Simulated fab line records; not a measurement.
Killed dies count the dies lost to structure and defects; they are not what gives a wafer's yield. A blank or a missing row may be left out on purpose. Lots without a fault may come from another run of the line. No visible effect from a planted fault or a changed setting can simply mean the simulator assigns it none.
A lot that was struck, set against a sound lot    flow n5 finfet    14 steps out of a route of 1938
Sound: the wafers L338.4, L338.5, L338.6. Wafers L346.2, L346.3, L346.5 were the ones struck. Last of all comes the cause.
At each step with rows: each side's tool, then ch and its chambers, then its first start. Under that, the readings that differ: sound wafers    struck wafers    difference of the means    sigmas: that difference in standard deviations of wafers without a fault.
alike: a reading whose means differ by less than 2 such deviations, as well as words and numbers matching on both sides. not compared: withheld readings; readings where some wafer has no value; bounds like >300 that might hide an equal value; numbers whose values overlap and for which the record gives no deviation.
The two part at a step that has a row with sigmas, a row that says differs or no value, or rows on one side only. Numbers that have no deviation but don't overlap get no sigmas and don't part them. A reading missing from all wafers of one side parts the sides only when that side holds two or more wafers.

N5_BEOL_M3_RS_MEAS_58: measurement is done with a four-point probe.
  struck on film metro-02, day 9 15:55; sound on film metro-01, day 7 04:56
  alike: M3_RS
N5_BEOL_M3_INSPECT_59: inspects for defects (darkfield).
  struck on defect inspect-02, day 9 15:57; sound on defect inspect-02, day 7 04:58
  alike: raw defect count
N5_BEOL_M4_ILD_DEP_00: deposits SiOC from DEMS/O2, target thk 79 nm, time 15.3 s.
  sound on pecvd-01 ch 0,1,2, day 7 05:01; struck on pecvd-02 ch 0,1, day 9 15:59
reading                 sound           struck          difference  sigmas
throttle valve pct (%)  11.7 11.6 11.4  12.5 12.1 12.4  +0.8        +2
  alike: heater power w, showerhead plenum p Torr, showerhead vpp V
N5_BEOL_M4_THK_MEAS_01:
  struck on film metro-01, day 9 16:03; sound on film metro-01, day 7 05:04
  alike: M4_ILD_THK
N5_BEOL_M4_PECVD_72: deposits SiO2 from TEOS/O2, target thk 16 nm, time 18 s.
  sound on pecvd-04 ch 0,1,2, day 7 05:07; struck on pecvd-04 ch 1,2, day 9 16:05
  alike: heater power w, showerhead plenum p Torr, showerhead vpp V, throttle valve pct
N5_BEOL_M4_HM_DEP_02: deposits TiN, target thk 20 nm.
  struck on pvd sputter-02, day 9 16:31; sound on pvd sputter-01, day 7 05:52
reading                 sound           struck          difference  sigmas
throttle valve pct (%)  30.9 29.6 30.8  27.7 28.9 29.3  -1.8        -2
then, 6 steps without rows for these wafers: N5_BEOL_M4_COAT_61 (time 60 s, resist thk 60 nm); N5_BEOL_M4_COAT_62 (time 60 s, resist thk 12 nm); N5_BEOL_M4_COAT_73 (time 60 s, resist thk 5 nm); N5_BEOL_M4_COAT_05 (resist thk 30 nm); N5_BEOL_M4_EBR_07; N5_BEOL_M4_SOFTBAKE_06 (time 60 s).
N5_BEOL_M4_EXPOSE_08: exposes mask M4.
  sound on euv scanner-02 ch 0, day 7 06:17; struck on euv scanner-02, day 9 16:50
  no value came back on the struck wafers for dipole opening deg (degrees), exposure dose mJ cm2, focus offset nm (nm), reticle temp C (C); on the sound wafers dipole opening deg (degrees) reads 79.7 79.7 79.7
  alike: mask
then, 1 step without rows for these wafers: N5_BEOL_M4_PEB_09 (peb time 60 s).

== WHERE THEY PART ==
First at N5_BEOL_M4_ILD_DEP_00; last, within this record, at N5_BEOL_M4_EXPOSE_08.

WHY: the cause the simulator had injected
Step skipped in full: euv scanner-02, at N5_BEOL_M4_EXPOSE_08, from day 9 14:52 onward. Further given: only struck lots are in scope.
